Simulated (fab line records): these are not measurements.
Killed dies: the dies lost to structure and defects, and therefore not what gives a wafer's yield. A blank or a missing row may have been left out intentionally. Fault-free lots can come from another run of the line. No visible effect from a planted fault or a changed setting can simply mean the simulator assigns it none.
fab line records :: flow nand_harc
[record]
  lots = 6
  wafers = 18
  last_day = 33
route steps=1302 shown A_ONON_D1@439 A_CHANNEL_HOLE_D1@450
lots with no fault: from the same line, run without faults
start_h: hours from the record's first day to the start of the lot's first wafer shown :: wait_h: hours elapsed since this lot's preceding step :: " same as the row above :: L1.1+2: a row that stands for several wafers :: - either no value or no given start :: * or withheld: withheld :: < > ~ a bound
route shown NAME@n: NAME is a module with steps in the file, n the number in the route of the first one :: usual: the fault-free wafers' mean and standard deviation :: same: alike in all rows :: chamber/n: place in a boat :: sites: the reading at each site :: _std_site: standard deviation across them :: _edge_site: mean of outer sites minus mean of inner sites :: radius_mm: how far each site lies from the wafer's centre :: mask NAME#n: copy n :: behind: tool/chamber where the wafer was last shaped :: hold: the reason the lot was held/the length of the hold in hours/how it ended :: device: the transistor (n, p or np) that didn't switch :: end of line: the tests these same wafers got at the end of their route :: a step given without rows: its recipe and nothing more :: killed: not the wafer's yield, but the dies lost to structure and defects at the first sort :: map: a wafer's dies, marking killed ones x, the rest . and places with no die _
set.NAME: the setting as run; set.NAME@STEP: as run at that earlier step :: model.NAME: the simulator's own value behind a step, which no gauge read
lots at some steps of the route; a table a step, a row a wafer
services: when a tool's chamber went out of use (start_h, in hours from the record's first day, below 0 if earlier), for how many hours, and the reason
[[steps]]
[step NHARC_A_ONON_D1_THK_MEAS_21]
[recipe]
  thk_meas_gauge = ellipsometry
[usual]
  thk_nm = 1006/11
lot.wafer: L453.2
tool: film_metro-02
chamber: -
start_h: 223.03
wait_h: -
thk_nm: 1004

lot.wafer: L453.3
tool: film_metro-02
chamber: -
start_h: 223.03
wait_h: -
thk_nm: 1002

lot.wafer: L453.6
tool: film_metro-02
chamber: -
start_h: 223.03
wait_h: -
thk_nm: 1004

lot.wafer: L454.3
tool: film_metro-02
chamber: -
start_h: 238.78
wait_h: -
thk_nm: 985

lot.wafer: L454.5
tool: film_metro-02
chamber: -
start_h: 238.78
wait_h: -
thk_nm: 985

lot.wafer: L454.6
tool: film_metro-02
chamber: -
start_h: 238.78
wait_h: -
thk_nm: 985

lot.wafer: L455.1
tool: film_metro-02
chamber: -
start_h: 250.51
wait_h: -
thk_nm: 1015

lot.wafer: L455.5
tool: film_metro-02
chamber: -
start_h: 250.51
wait_h: -
thk_nm: 1015

lot.wafer: L455.6
tool: film_metro-02
chamber: -
start_h: 250.51
wait_h: -
thk_nm: 1015

lot.wafer: L456.2
tool: film_metro-02
chamber: -
start_h: 261.87
wait_h: -
thk_nm: 993

lot.wafer: L456.4
tool: film_metro-02
chamber: -
start_h: 261.87
wait_h: -
thk_nm: 992

lot.wafer: L456.6
tool: film_metro-02
chamber: -
start_h: 261.87
wait_h: -
thk_nm: 994

lot.wafer: L469.2
tool: film_metro-01
chamber: -
start_h: 384.22
wait_h: -
thk_nm: 994

lot.wafer: L469.5
tool: film_metro-01
chamber: -
start_h: 384.22
wait_h: -
thk_nm: 995

lot.wafer: L469.6
tool: film_metro-01
chamber: -
start_h: 384.22
wait_h: -
thk_nm: 996

lot.wafer: L470.1
tool: film_metro-01
chamber: -
start_h: 400.64
wait_h: -
thk_nm: 998

lot.wafer: L470.3
tool: film_metro-01
chamber: -
start_h: 400.64
wait_h: -
thk_nm: 996

lot.wafer: L470.5
tool: film_metro-01
chamber: -
start_h: 400.64
wait_h: -
thk_nm: 998
[step NHARC_A_ONON_D1_DEP_22]
[recipe]
  target_thk_a = 10000
  n2_flow_sccm = 2750
  n2o_flow_sccm = 2000
  nh3_flow_sccm = 500
  sih4_flow_sccm = 210
  temp_c = 400
[step NHARC_A_ONON_D1_THK_MEAS_24]
[recipe]
  thk_meas_gauge = ellipsometry
[usual]
  thk_nm = 999/11
lot.wafer: L453.2
tool: film_metro-01
chamber: -
start_h: 223.60
wait_h: -
thk_nm: 999

lot.wafer: L453.3
tool: film_metro-01
chamber: -
start_h: 223.60
wait_h: -
thk_nm: 998

lot.wafer: L453.6
tool: film_metro-01
chamber: -
start_h: 223.60
wait_h: -
thk_nm: 999

lot.wafer: L454.3
tool: film_metro-01
chamber: -
start_h: 239.35
wait_h: -
thk_nm: 1011

lot.wafer: L454.5
tool: film_metro-01
chamber: -
start_h: 239.35
wait_h: -
thk_nm: 1010

lot.wafer: L454.6
tool: film_metro-01
chamber: -
start_h: 239.35
wait_h: -
thk_nm: 1010

lot.wafer: L455.1
tool: film_metro-01
chamber: -
start_h: 251.08
wait_h: -
thk_nm: 996

lot.wafer: L455.5
tool: film_metro-01
chamber: -
start_h: 251.08
wait_h: -
thk_nm: 998

lot.wafer: L455.6
tool: film_metro-01
chamber: -
start_h: 251.08
wait_h: -
thk_nm: 1001

lot.wafer: L456.2
tool: film_metro-02
chamber: -
start_h: 262.44
wait_h: -
thk_nm: 1007

lot.wafer: L456.4
tool: film_metro-02
chamber: -
start_h: 262.44
wait_h: -
thk_nm: 1009

lot.wafer: L456.6
tool: film_metro-02
chamber: -
start_h: 262.44
wait_h: -
thk_nm: 1008

lot.wafer: L469.2
tool: film_metro-01
chamber: -
start_h: 384.78
wait_h: -
thk_nm: 996

lot.wafer: L469.5
tool: film_metro-01
chamber: -
start_h: 384.78
wait_h: -
thk_nm: 996

lot.wafer: L469.6
tool: film_metro-01
chamber: -
start_h: 384.78
wait_h: -
thk_nm: 997

lot.wafer: L470.1
tool: film_metro-02
chamber: -
start_h: 401.21
wait_h: -
thk_nm: 1002

lot.wafer: L470.3
tool: film_metro-02
chamber: -
start_h: 401.21
wait_h: -
thk_nm: 1001

lot.wafer: L470.5
tool: film_metro-02
chamber: -
start_h: 401.21
wait_h: -
thk_nm: 1002
[step NHARC_A_ONON_D1_DEP_25]
[recipe]
  target_thk_a = 10000
  n2_flow_sccm = 2750
  n2o_flow_sccm = 2000
  nh3_flow_sccm = 500
  sih4_flow_sccm = 210
  temp_c = 400
[step NHARC_A_ONON_D1_THK_MEAS_27]
[recipe]
  thk_meas_gauge = ellipsometry
[usual]
  thk_nm = 999/10
lot.wafer: L453.2
tool: film_metro-01
chamber: -
start_h: 224.16
wait_h: -
thk_nm: 1007

lot.wafer: L453.3
tool: film_metro-01
chamber: -
start_h: 224.16
wait_h: -
thk_nm: 1003

lot.wafer: L453.6
tool: film_metro-01
chamber: -
start_h: 224.16
wait_h: -
thk_nm: 1005

lot.wafer: L454.3
tool: film_metro-01
chamber: -
start_h: 239.92
wait_h: -
thk_nm: 1009

lot.wafer: L454.5
tool: film_metro-01
chamber: -
start_h: 239.92
wait_h: -
thk_nm: 1009

lot.wafer: L454.6
tool: film_metro-01
chamber: -
start_h: 239.92
wait_h: -
thk_nm: 1008

lot.wafer: L455.1
tool: film_metro-01
chamber: -
start_h: 251.65
wait_h: -
thk_nm: 1006

lot.wafer: L455.5
tool: film_metro-01
chamber: -
start_h: 251.65
wait_h: -
thk_nm: 1004

lot.wafer: L455.6
tool: film_metro-01
chamber: -
start_h: 251.65
wait_h: -
thk_nm: 1004

lot.wafer: L456.2
tool: film_metro-02
chamber: -
start_h: 263.04
wait_h: -
thk_nm: 997

lot.wafer: L456.4
tool: film_metro-02
chamber: -
start_h: 263.04
wait_h: -
thk_nm: 999

lot.wafer: L456.6
tool: film_metro-02
chamber: -
start_h: 263.04
wait_h: -
thk_nm: 997

lot.wafer: L469.2
tool: film_metro-01
chamber: -
start_h: 385.35
wait_h: -
thk_nm: 998

lot.wafer: L469.5
tool: film_metro-01
chamber: -
start_h: 385.35
wait_h: -
thk_nm: 997

lot.wafer: L469.6
tool: film_metro-01
chamber: -
start_h: 385.35
wait_h: -
thk_nm: 999

lot.wafer: L470.1
tool: film_metro-02
chamber: -
start_h: 401.77
wait_h: -
thk_nm: 1011

lot.wafer: L470.3
tool: film_metro-02
chamber: -
start_h: 401.77
wait_h: -
thk_nm: 1009

lot.wafer: L470.5
tool: film_metro-02
chamber: -
start_h: 401.77
wait_h: -
thk_nm: 1009
[step NHARC_A_ONON_D1_DEP_28]
[recipe]
  target_thk_a = 10000
  n2_flow_sccm = 2750
  n2o_flow_sccm = 2000
  nh3_flow_sccm = 500
  sih4_flow_sccm = 210
  temp_c = 400
[step NHARC_A_ONON_D1_THK_MEAS_30]
[recipe]
  thk_meas_gauge = ellipsometry
[usual]
  thk_nm = 1000/9.7
lot.wafer: L453.2
tool: film_metro-02
chamber: -
start_h: 224.73
wait_h: -
thk_nm: 993

lot.wafer: L453.3
tool: film_metro-02
chamber: -
start_h: 224.73
wait_h: -
thk_nm: 993

lot.wafer: L453.6
tool: film_metro-02
chamber: -
start_h: 224.73
wait_h: -
thk_nm: 994

lot.wafer: L454.3
tool: film_metro-02
chamber: -
start_h: 240.49
wait_h: -
thk_nm: 980

lot.wafer: L454.5
tool: film_metro-02
chamber: -
start_h: 240.49
wait_h: -
thk_nm: 980

lot.wafer: L454.6
tool: film_metro-02
chamber: -
start_h: 240.49
wait_h: -
thk_nm: 981

lot.wafer: L455.1
tool: film_metro-02
chamber: -
start_h: 252.21
wait_h: -
thk_nm: 1005

lot.wafer: L455.5
tool: film_metro-02
chamber: -
start_h: 252.21
wait_h: -
thk_nm: 1007

lot.wafer: L455.6
tool: film_metro-02
chamber: -
start_h: 252.21
wait_h: -
thk_nm: 1006

lot.wafer: L456.2
tool: film_metro-02
chamber: -
start_h: 263.61
wait_h: -
thk_nm: 1006

lot.wafer: L456.4
tool: film_metro-02
chamber: -
start_h: 263.61
wait_h: -
thk_nm: 1004

lot.wafer: L456.6
tool: film_metro-02
chamber: -
start_h: 263.61
wait_h: -
thk_nm: 1005

lot.wafer: L469.2
tool: film_metro-01
chamber: -
start_h: 385.92
wait_h: -
thk_nm: 1006

lot.wafer: L469.5
tool: film_metro-01
chamber: -
start_h: 385.92
wait_h: -
thk_nm: 1004

lot.wafer: L469.6
tool: film_metro-01
chamber: -
start_h: 385.92
wait_h: -
thk_nm: 1006

lot.wafer: L470.1
tool: film_metro-01
chamber: -
start_h: 402.33
wait_h: -
thk_nm: 995

lot.wafer: L470.3
tool: film_metro-01
chamber: -
start_h: 402.33
wait_h: -
thk_nm: 994

lot.wafer: L470.5
tool: film_metro-01
chamber: -
start_h: 402.33
wait_h: -
thk_nm: 993
[step NHARC_A_ONON_D1_DEP_33]
[recipe]
  target_thk_a = 2000
  temp_c = 400
  pressure_torr = 6.5
  rf_w = 900
  teos_flow_sccm = 161.4
  flow_sccm = 2650
  target_thk_nm = 200
  gas = O2
  material = SiO2
[usual]
  heater_power_w = 568/98
  rf_fwd_power_W = 897.5/2.7
  susceptor_temp_C = 400.02/0.22
  throttle_valve_pct = 15.8/0.44
lot.wafer: L453.2
tool: pecvd-01
chamber: 1
start_h: 224.79
wait_h: 0.1
heater_power_w: 551
rf_fwd_power_W: 900.3
susceptor_temp_C: 399.82
throttle_valve_pct: 15.9

lot.wafer: L453.3
tool: pecvd-01
chamber: 2
start_h: 224.79
wait_h: 0.1
heater_power_w: 707
rf_fwd_power_W: 899.6
susceptor_temp_C: 400.44
throttle_valve_pct: 15.2

lot.wafer: L453.6
tool: pecvd-01
chamber: 1
start_h: 224.79
wait_h: 0.1
heater_power_w: 559
rf_fwd_power_W: 897.8
susceptor_temp_C: 400.31
throttle_valve_pct: 15.8

lot.wafer: L454.3
tool: pecvd-03
chamber: 1
start_h: 240.60
wait_h: 0.1
heater_power_w: 349
rf_fwd_power_W: 896.9
susceptor_temp_C: 400.14
throttle_valve_pct: 15.8

lot.wafer: L454.5
tool: pecvd-03
chamber: 1
start_h: 240.60
wait_h: 0.1
heater_power_w: 362
rf_fwd_power_W: 899.3
susceptor_temp_C: 400.00
throttle_valve_pct: 15.6

lot.wafer: L454.6
tool: pecvd-03
chamber: 2
start_h: 240.60
wait_h: 0.1
heater_power_w: 523
rf_fwd_power_W: 898.3
susceptor_temp_C: 399.96
throttle_valve_pct: 16.1

lot.wafer: L455.1
tool: pecvd-03
chamber: 0
start_h: 252.31
wait_h: 0.1
heater_power_w: 560
rf_fwd_power_W: 892.8
susceptor_temp_C: 399.77
throttle_valve_pct: 15.7

lot.wafer: L455.6
tool: pecvd-03
chamber: 2
start_h: 252.31
wait_h: 0.1
heater_power_w: 540
rf_fwd_power_W: 902.0
susceptor_temp_C: 399.80
throttle_valve_pct: 15.4

lot.wafer: L455.5
tool: pecvd-03
chamber: 0
start_h: 252.31
wait_h: 0.1
heater_power_w: 580
rf_fwd_power_W: 894.8
susceptor_temp_C: 399.90
throttle_valve_pct: 15.4

lot.wafer: L456.2
tool: pecvd-01
chamber: 0
start_h: 263.75
wait_h: 0.1
heater_power_w: 648
rf_fwd_power_W: 896.8
susceptor_temp_C: 400.16
throttle_valve_pct: 16.4

lot.wafer: L456.6
tool: pecvd-01
chamber: 1
start_h: 263.75
wait_h: 0.1
heater_power_w: 473
rf_fwd_power_W: 899.4
susceptor_temp_C: 399.92
throttle_valve_pct: 15.6

lot.wafer: L456.4
tool: pecvd-01
chamber: 0
start_h: 263.75
wait_h: 0.1
heater_power_w: 670
rf_fwd_power_W: 895.5
susceptor_temp_C: 399.64
throttle_valve_pct: 16.4

lot.wafer: L469.2
tool: pecvd-01
chamber: 2
start_h: 385.98
wait_h: 0.1
heater_power_w: 645
rf_fwd_power_W: 899.1
susceptor_temp_C: 399.85
throttle_valve_pct: 15.5

lot.wafer: L469.6
tool: pecvd-01
chamber: 0
start_h: 385.98
wait_h: 0.1
heater_power_w: 623
rf_fwd_power_W: 899.2
susceptor_temp_C: 400.08
throttle_valve_pct: 16.4

lot.wafer: L469.5
tool: pecvd-01
chamber: 1
start_h: 385.98
wait_h: 0.1
heater_power_w: 571
rf_fwd_power_W: 896.0
susceptor_temp_C: 399.91
throttle_valve_pct: 16.1

lot.wafer: L470.1
tool: pecvd-03
chamber: 1
start_h: 402.39
wait_h: 0.1
heater_power_w: 458
rf_fwd_power_W: 897.8
susceptor_temp_C: 400.29
throttle_valve_pct: 15.3

lot.wafer: L470.3
tool: pecvd-03
chamber: 0
start_h: 402.39
wait_h: 0.1
heater_power_w: 587
rf_fwd_power_W: 895.6
susceptor_temp_C: 400.04
throttle_valve_pct: 15.4

lot.wafer: L470.5
tool: pecvd-03
chamber: 0
start_h: 402.39
wait_h: 0.1
heater_power_w: 581
rf_fwd_power_W: 899.2
susceptor_temp_C: 400.10
throttle_valve_pct: 15.3
[step NHARC_A_ONON_D1_THK_MEAS_34]
[recipe]
  thk_meas_gauge = ellipsometry
[usual]
  thk_nm = 200.3/2.8
lot.wafer: L453.2
tool: film_metro-01
chamber: -
start_h: 225.20
wait_h: -
thk_nm: 198.7

lot.wafer: L453.3
tool: film_metro-01
chamber: -
start_h: 225.20
wait_h: -
thk_nm: 201.8

lot.wafer: L453.6
tool: film_metro-01
chamber: -
start_h: 225.20
wait_h: -
thk_nm: 199.2

lot.wafer: L454.3
tool: film_metro-02
chamber: -
start_h: 240.97
wait_h: -
thk_nm: 198.9

lot.wafer: L454.5
tool: film_metro-02
chamber: -
start_h: 240.97
wait_h: -
thk_nm: 199.4

lot.wafer: L454.6
tool: film_metro-02
chamber: -
start_h: 240.97
wait_h: -
thk_nm: 199.4

lot.wafer: L455.1
tool: film_metro-02
chamber: -
start_h: 252.68
wait_h: -
thk_nm: 197.4

lot.wafer: L455.5
tool: film_metro-02
chamber: -
start_h: 252.68
wait_h: -
thk_nm: 202.5

lot.wafer: L455.6
tool: film_metro-02
chamber: -
start_h: 252.68
wait_h: -
thk_nm: 205.5

lot.wafer: L456.2
tool: film_metro-02
chamber: -
start_h: 264.08
wait_h: -
thk_nm: 203.1

lot.wafer: L456.4
tool: film_metro-02
chamber: -
start_h: 264.08
wait_h: -
thk_nm: 202.4

lot.wafer: L456.6
tool: film_metro-02
chamber: -
start_h: 264.08
wait_h: -
thk_nm: 201.7

lot.wafer: L469.2
tool: film_metro-01
chamber: -
start_h: 386.40
wait_h: -
thk_nm: 198.9

lot.wafer: L469.5
tool: film_metro-01
chamber: -
start_h: 386.40
wait_h: -
thk_nm: 203.7

lot.wafer: L469.6
tool: film_metro-01
chamber: -
start_h: 386.40
wait_h: -
thk_nm: 206.4

lot.wafer: L470.1
tool: film_metro-01
chamber: -
start_h: 402.80
wait_h: -
thk_nm: 194.4

lot.wafer: L470.3
tool: film_metro-01
chamber: -
start_h: 402.80
wait_h: -
thk_nm: 194.9

lot.wafer: L470.5
tool: film_metro-01
chamber: -
start_h: 402.80
wait_h: -
thk_nm: 199.9
[step NHARC_A_ONON_D1_INSPECT_32]
[usual]
  raw_defect_count = 71/21
lot.wafer: L453.2
tool: defect_inspect-01
chamber: -
start_h: 225.29
wait_h: 0.0
raw_defect_count: 108

lot.wafer: L453.3
tool: defect_inspect-01
chamber: -
start_h: 225.29
wait_h: 0.0
raw_defect_count: 29

lot.wafer: L453.6
tool: defect_inspect-01
chamber: -
start_h: 225.29
wait_h: 0.0
raw_defect_count: 44

lot.wafer: L454.3
tool: defect_inspect-01
chamber: -
start_h: 241.03
wait_h: 0.0
raw_defect_count: 79

lot.wafer: L454.5
tool: defect_inspect-01
chamber: -
start_h: 241.03
wait_h: 0.0
raw_defect_count: 50

lot.wafer: L454.6
tool: defect_inspect-01
chamber: -
start_h: 241.03
wait_h: 0.0
raw_defect_count: 72

lot.wafer: L455.1
tool: defect_inspect-01
chamber: -
start_h: 252.74
wait_h: 0.0
raw_defect_count: 77

lot.wafer: L455.5
tool: defect_inspect-01
chamber: -
start_h: 252.74
wait_h: 0.0
raw_defect_count: 85

lot.wafer: L455.6
tool: defect_inspect-01
chamber: -
start_h: 252.74
wait_h: 0.0
raw_defect_count: 66

lot.wafer: L456.2
tool: defect_inspect-02
chamber: -
start_h: 264.14
wait_h: 0.0
raw_defect_count: 141

lot.wafer: L456.4
tool: defect_inspect-02
chamber: -
start_h: 264.14
wait_h: 0.0
raw_defect_count: 80

lot.wafer: L456.6
tool: defect_inspect-02
chamber: -
start_h: 264.14
wait_h: 0.0
raw_defect_count: 75

lot.wafer: L469.2
tool: defect_inspect-02
chamber: -
start_h: 386.46
wait_h: 0.0
raw_defect_count: 99

lot.wafer: L469.5
tool: defect_inspect-02
chamber: -
start_h: 386.46
wait_h: 0.0
raw_defect_count: 92

lot.wafer: L469.6
tool: defect_inspect-02
chamber: -
start_h: 386.46
wait_h: 0.0
raw_defect_count: 72

lot.wafer: L470.1
tool: defect_inspect-01
chamber: -
start_h: 402.87
wait_h: 0.0
raw_defect_count: 50

lot.wafer: L470.3
tool: defect_inspect-01
chamber: -
start_h: 402.87
wait_h: 0.0
raw_defect_count: 80

lot.wafer: L470.5
tool: defect_inspect-01
chamber: -
start_h: 402.87
wait_h: 0.0
raw_defect_count: 67
[step NHARC_A_CHANNEL_HOLE_D1_DEP_00]
[recipe]
  target_thk_a = 31000
  temp_c = 400
  material = aC
[usual]
  susceptor_temp_C = 399.95/0.26
  throttle_valve_pct = 35.000/0.0095
lot.wafer: L453.2
tool: acl_dep-02
chamber: 0
start_h: 227.18
wait_h: 1.9
susceptor_temp_C: 399.87
throttle_valve_pct: 35.003

lot.wafer: L453.3
tool: acl_dep-02
chamber: 0
start_h: 227.18
wait_h: 1.9
susceptor_temp_C: 399.91
throttle_valve_pct: 35.008

lot.wafer: L453.6
tool: acl_dep-02
chamber: 0
start_h: 227.18
wait_h: 1.9
susceptor_temp_C: 400.11
throttle_valve_pct: 34.999

lot.wafer: L454.3
tool: acl_dep-01
chamber: 0
start_h: 241.72
wait_h: 0.7
susceptor_temp_C: -
throttle_valve_pct: 34.983

lot.wafer: L454.5
tool: acl_dep-01
chamber: 0
start_h: 241.72
wait_h: 0.7
susceptor_temp_C: -
throttle_valve_pct: 34.998

lot.wafer: L454.6
tool: acl_dep-01
chamber: 0
start_h: 241.72
wait_h: 0.7
susceptor_temp_C: -
throttle_valve_pct: 34.996

lot.wafer: L455.1
tool: acl_dep-01
chamber: 0
start_h: 252.81
wait_h: 0.1
susceptor_temp_C: 399.77
throttle_valve_pct: 34.998

lot.wafer: L455.5
tool: acl_dep-01
chamber: 0
start_h: 254.08
wait_h: 1.3
susceptor_temp_C: 400.16
throttle_valve_pct: 35.013

lot.wafer: L455.6
tool: acl_dep-01
chamber: 0
start_h: 254.08
wait_h: 1.3
susceptor_temp_C: 399.84
throttle_valve_pct: 35.005

lot.wafer: L456.2
tool: acl_dep-02
chamber: 0
start_h: 264.53
wait_h: 0.4
susceptor_temp_C: 399.94
throttle_valve_pct: 34.998

lot.wafer: L456.4
tool: acl_dep-02
chamber: 0
start_h: 264.53
wait_h: 0.4
susceptor_temp_C: 400.03
throttle_valve_pct: 34.994

lot.wafer: L456.6
tool: acl_dep-02
chamber: 0
start_h: 264.53
wait_h: 0.4
susceptor_temp_C: 399.97
throttle_valve_pct: 34.988

lot.wafer: L469.2
tool: acl_dep-01
chamber: 0
start_h: 386.84
wait_h: 0.4
susceptor_temp_C: -
throttle_valve_pct: 34.983

lot.wafer: L469.5
tool: acl_dep-01
chamber: 0
start_h: 386.84
wait_h: 0.4
susceptor_temp_C: -
throttle_valve_pct: 35.005

lot.wafer: L469.6
tool: acl_dep-01
chamber: 0
start_h: 386.84
wait_h: 0.4
susceptor_temp_C: -
throttle_valve_pct: 35.007

lot.wafer: L470.1
tool: acl_dep-03
chamber: 0
start_h: 404.17
wait_h: 1.3
susceptor_temp_C: 399.90
throttle_valve_pct: 35.015

lot.wafer: L470.3
tool: acl_dep-03
chamber: 0
start_h: 404.17
wait_h: 1.3
susceptor_temp_C: 399.82
throttle_valve_pct: 35.000

lot.wafer: L470.5
tool: acl_dep-03
chamber: 0
start_h: 404.17
wait_h: 1.3
susceptor_temp_C: 399.80
throttle_valve_pct: 35.000
[step NHARC_A_CHANNEL_HOLE_D1_DEP_01]
[recipe]
  target_thk_a = 1400
  target_thk_nm = 140
  temp_c = 400
  pressure_torr = 3.5
  flow_sccm = 200
  rf_w = 350
  material = SiON
[usual]
  heater_power_w = 724/92
  rf_fwd_power_W = 348.5/1.1
  susceptor_temp_C = 400.04/0.21
lot.wafer: L453.3
tool: pecvd-03
chamber: 2
start_h: 228.79
wait_h: 1.0
heater_power_w: 709
rf_fwd_power_W: 349.5
susceptor_temp_C: 400.44

lot.wafer: L453.2
tool: pecvd-03
chamber: 1
start_h: 228.79
wait_h: 1.0
heater_power_w: 545
rf_fwd_power_W: 348.1
susceptor_temp_C: 399.91

lot.wafer: L453.6
tool: pecvd-03
chamber: 2
start_h: 228.79
wait_h: 1.0
heater_power_w: 705
rf_fwd_power_W: 348.9
susceptor_temp_C: 400.35

lot.wafer: L454.3
tool: pecvd-03
chamber: 0
start_h: 242.98
wait_h: 1.0
heater_power_w: 790
rf_fwd_power_W: 348.2
susceptor_temp_C: 399.96

lot.wafer: L454.5
tool: pecvd-03
chamber: 1
start_h: 242.98
wait_h: 1.0
heater_power_w: 647
rf_fwd_power_W: 345.7
susceptor_temp_C: 400.04

lot.wafer: L454.6
tool: pecvd-03
chamber: 2
start_h: 242.98
wait_h: 1.0
heater_power_w: 641
rf_fwd_power_W: 349.9
susceptor_temp_C: 400.07

lot.wafer: L455.1
tool: pecvd-03
chamber: 0
start_h: 254.76
wait_h: 1.6
heater_power_w: 790
rf_fwd_power_W: 405.5
susceptor_temp_C: 400.09

lot.wafer: L455.5
tool: pecvd-03
chamber: 2
start_h: 254.76
wait_h: 1.6
heater_power_w: 600
rf_fwd_power_W: 403.9
susceptor_temp_C: 400.14

lot.wafer: L455.6
tool: pecvd-03
chamber: 1
start_h: 254.76
wait_h: 1.6
heater_power_w: 559
rf_fwd_power_W: 404.3
susceptor_temp_C: 400.03

lot.wafer: L456.2
tool: pecvd-03
chamber: 0
start_h: 266.14
wait_h: 1.3
heater_power_w: 775
rf_fwd_power_W: 404.2
susceptor_temp_C: 399.80

lot.wafer: L456.6
tool: pecvd-03
chamber: 0
start_h: 266.14
wait_h: 1.3
heater_power_w: 777
rf_fwd_power_W: 404.6
susceptor_temp_C: 400.03

lot.wafer: L456.4
tool: pecvd-03
chamber: 2
start_h: 266.14
wait_h: 1.3
heater_power_w: 701
rf_fwd_power_W: 403.8
susceptor_temp_C: 399.85

lot.wafer: L469.2
tool: pecvd-02
chamber: 1
start_h: 388.50
wait_h: 1.3
heater_power_w: 823
rf_fwd_power_W: 349.2
susceptor_temp_C: 399.97

lot.wafer: L469.6
tool: pecvd-02
chamber: 0
start_h: 388.50
wait_h: 1.3
heater_power_w: 793
rf_fwd_power_W: 348.7
susceptor_temp_C: 400.23

lot.wafer: L469.5
tool: pecvd-02
chamber: 1
start_h: 388.50
wait_h: 1.3
heater_power_w: 697
rf_fwd_power_W: 347.6
susceptor_temp_C: 399.93

lot.wafer: L470.3
tool: pecvd-03
chamber: 2
start_h: 406.12
wait_h: 1.0
heater_power_w: 650
rf_fwd_power_W: 348.8
susceptor_temp_C: 400.12

lot.wafer: L470.1
tool: pecvd-03
chamber: 1
start_h: 406.12
wait_h: 1.0
heater_power_w: 679
rf_fwd_power_W: 346.2
susceptor_temp_C: 399.65

lot.wafer: L470.5
tool: pecvd-03
chamber: 2
start_h: 406.12
wait_h: 1.0
heater_power_w: 649
rf_fwd_power_W: 348.9
susceptor_temp_C: 399.65
[step NHARC_A_CHANNEL_HOLE_D1_DEHYDRATE_02]
[recipe]
  temp_c = 150
  time_s = 120
[[services]]
tool: pecvd-02
chamber: -
start_h: 227.09
hours: 13.0
kind: pm

tool: pecvd-02
chamber: 0
start_h: 227.09
hours: 13.0
kind: vent_cycle

tool: acl_dep-02
chamber: -
start_h: 244.04
hours: 13.0
kind: pm

tool: pecvd-02
chamber: 0
start_h: 279.41
hours: 6.0
kind: repair

tool: acl_dep-03
chamber: -
start_h: 303.59
hours: 13.0
kind: pm

tool: pecvd-01
chamber: -
start_h: 311.00
hours: 13.0
kind: pm

tool: pecvd-01
chamber: 0
start_h: 311.00
hours: 13.0
kind: vent_cycle

tool: pecvd-01
chamber: 1
start_h: 311.00
hours: 13.0
kind: vent_cycle

tool: pecvd-01
chamber: 2
start_h: 311.00
hours: 13.0
kind: vent_cycle

tool: pecvd-01
chamber: 0
start_h: 324.00
hours: -
kind: clean

tool: pecvd-01
chamber: 1
start_h: 324.00
hours: -
kind: clean

tool: pecvd-01
chamber: 2
start_h: 324.00
hours: -
kind: clean

tool: pecvd-02
chamber: -
start_h: 324.45
hours: 0.6
kind: repair

tool: pecvd-03
chamber: -
start_h: 330.86
hours: 0.7
kind: repair

tool: pecvd-03
chamber: -
start_h: 366.12
hours: 13.0
kind: pm

tool: pecvd-03
chamber: 0
start_h: 366.12
hours: 13.0
kind: vent_cycle

tool: pecvd-03
chamber: 1
start_h: 366.12
hours: 13.0
kind: vent_cycle

tool: pecvd-03
chamber: 2
start_h: 366.12
hours: 13.0
kind: vent_cycle

tool: acl_dep-01
chamber: -
start_h: 370.26
hours: 13.0
kind: pm

tool: pecvd-03
chamber: 0
start_h: 379.12
hours: -
kind: clean

tool: pecvd-03
chamber: 1
start_h: 379.12
hours: -
kind: clean

tool: pecvd-03
chamber: 2
start_h: 379.12
hours: -
kind: clean

tool: pecvd-03
chamber: 0
start_h: 379.88
hours: 7.6
kind: repair

tool: pecvd-03
chamber: 1
start_h: 387.31
hours: 5.2
kind: repair
[[key]]
[first_sign]
  step = NHARC_A_CHANNEL_HOLE_D1_DEP_01
  reading = rf_fwd_power_W
  direction = up
  sigmas = 53
  usual = *
  struck = *
effect none on later readings
met_at NHARC_A_CHANNEL_HOLE_D1_DEP_01
struck_wafers L455.1,L455.5,L455.6,L456.2,L456.4,L456.6
tester_left_out L455,L456
onset_between 242.98 254.76
[fault]
  kind = process_parameter_drift
  tool = pecvd-03
  chamber = -
  onset_h = 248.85
  steps = NHARC_A_CHANNEL_HOLE_D1_DEP_01
  channel = rf_w
  offset = *
  shape = step
  end_h = 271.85
  acts_in = *
  stated = *
// tester_left_out: of these lots the tester's yield and bins aren't shown, on N5 and GAA mostly nor the transistor test; their killed dies are dies lost to structure and defects alone, not to doping, threshold or leakage, so they don't give the yield
